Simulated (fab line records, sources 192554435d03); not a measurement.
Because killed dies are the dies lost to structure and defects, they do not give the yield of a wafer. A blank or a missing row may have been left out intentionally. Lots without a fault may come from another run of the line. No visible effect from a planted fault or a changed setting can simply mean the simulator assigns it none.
A single fault, viewed from 2 desks / flow n5-finfet / numbers are kept per desk, each desk with only its own; the story behind them comes last

## TOOL OWNER'S DESK, euv-scanner-02
The tool's own readings at N5_BEOL_M2_EXPOSE_25 (exposes mask V1, defocus 5 nm): means of the sampled wafers that have a number, for each lot that ran on this tool. Marked OUT: a lot whose mean sits more than 4 standard deviations from the usual mean, which makes it out of limits; the brackets give that distance.
Columns: A = exposure-dose-mJ-cm2 at N5_BEOL_M2_EXPOSE_25, usual 62.81
lot=L193; first seen here=day 7 09:14; A=62.81
lot=L196; first seen here=day 8 09:27; A=62.76
lot=L197; first seen here=day 8 12:14; A=62.81
lot=L200; first seen here=day 9 09:46; A=55.10 (-92) OUT
lot=L203; first seen here=day 10 14:34; A=56.60 (-74) OUT
lot=L202; first seen here=day 10 19:22; A=57.82 (-59) OUT
lot=L205; first seen here=day 10 22:02; A=58.89 (-47) OUT
This desk finds L200, L202, L203, L205 out of limits, L200 being first, at day 9 09:46 (exposure-dose-mJ-cm2 at N5_BEOL_M2_EXPOSE_25). L193, L196, L197 stayed within limits.

## AT THE METROLOGY DESK
Lot by lot, what the gauges showed, no matter which tool ran the lot: averages of those sampled wafers that carry a number. Marked OUT: a lot whose mean sits more than 4 standard deviations from the usual mean, which makes it out of limits; the brackets give that distance. Shown are 7 of the 12 readings it has, namely the first that went out of limits plus those furthest out on some lot.
Columns: A = cd-nm at N5_BEOL_M2_CD_MEAS_28, usual 26.12 nm; B = DIBL_N at N5_BEOL_M4_RC_MEAS_101, usual 37.2 mV/V; C = IOFF_N at N5_BEOL_M4_RC_MEAS_101, usual 0.18 nA/um; D = ION_N at N5_BEOL_M4_RC_MEAS_101, usual 680 uA/um; E = ION_P at N5_BEOL_M4_RC_MEAS_101, usual 466 uA/um; F = SS_N at N5_BEOL_M4_RC_MEAS_101, usual 71.8 mV/dec; G = VT_P at N5_BEOL_M4_RC_MEAS_101, usual -248 mV
lot=L193; first seen here=day 7 08:56; A=26.18; B=39.1; C=0.23; D=702; E=474; F=72.3; G=-247
lot=L196; first seen here=day 8 09:16; A=25.94; B=35.2; C=0.14; D=672; E=464; F=71.3; G=-249
lot=L197; first seen here=day 8 12:02; A=25.94; B=36.3; C=0.16; D=677; E=465; F=71.2; G=-252
lot=L200; first seen here=day 9 09:35; A=23.74 (-10) OUT; B=-; C=-; D=-; E=-; F=-; G=-
lot=L203; first seen here=day 10 14:24; A=24.28 (-8.0) OUT; B=-; C=-; D=-; E=-; F=-; G=-
lot=L202; first seen here=day 10 19:10; A=24.63 (-6.5) OUT; B=40.9; C=0.25; D=698; E=471; F=72.7; G=-248
lot=L205; first seen here=day 10 21:52; A=24.62 (-6.5) OUT; B=38.0; C=0.17; D=672; E=452; F=71.8; G=-254
lot=L204; first seen here=day 11 00:25; A=26.36; B=38.5; C=0.19; D=679; E=468; F=72.0; G=-247
lot=L207; first seen here=day 12 02:19; A=25.89; B=39.5; C=0.21; D=680; E=474; F=73.0; G=-245
lot=L211; first seen here=day 12 05:16; A=26.05; B=36.7; C=0.18; D=683; E=463; F=71.9; G=-250
This desk finds L200, L202, L203, L205 out of limits, L200 being first, at day 9 09:55 (cd-nm at N5_BEOL_M2_CD_MEAS_28). L193, L196, L197, L204, L207, L211 stayed within limits.

## BROUGHT TOGETHER
The tool owner's desk had the chance to raise an alarm at day 9 09:46 on L200, L202, L203, L205.
On L200, L202, L203, L205, the metrology desk was in a position to raise an alarm at day 9 09:55.
Of the lots named, all ran N5_BEOL_M2_EXPOSE_25 on euv-scanner-02.

## WHAT HAD BEEN PUT IN BY THE SIMULATOR
Process parameter drift: euv-scanner-02, from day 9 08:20 on, at N5_BEOL_M2_EXPOSE_25. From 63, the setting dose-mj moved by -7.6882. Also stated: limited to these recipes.
Shown lots that were struck: L200, L202, L203, L205.
Counting hours from when the fault started, the first reading out of limits came at 1 for the tool owner's desk and at 2 for the metrology desk.
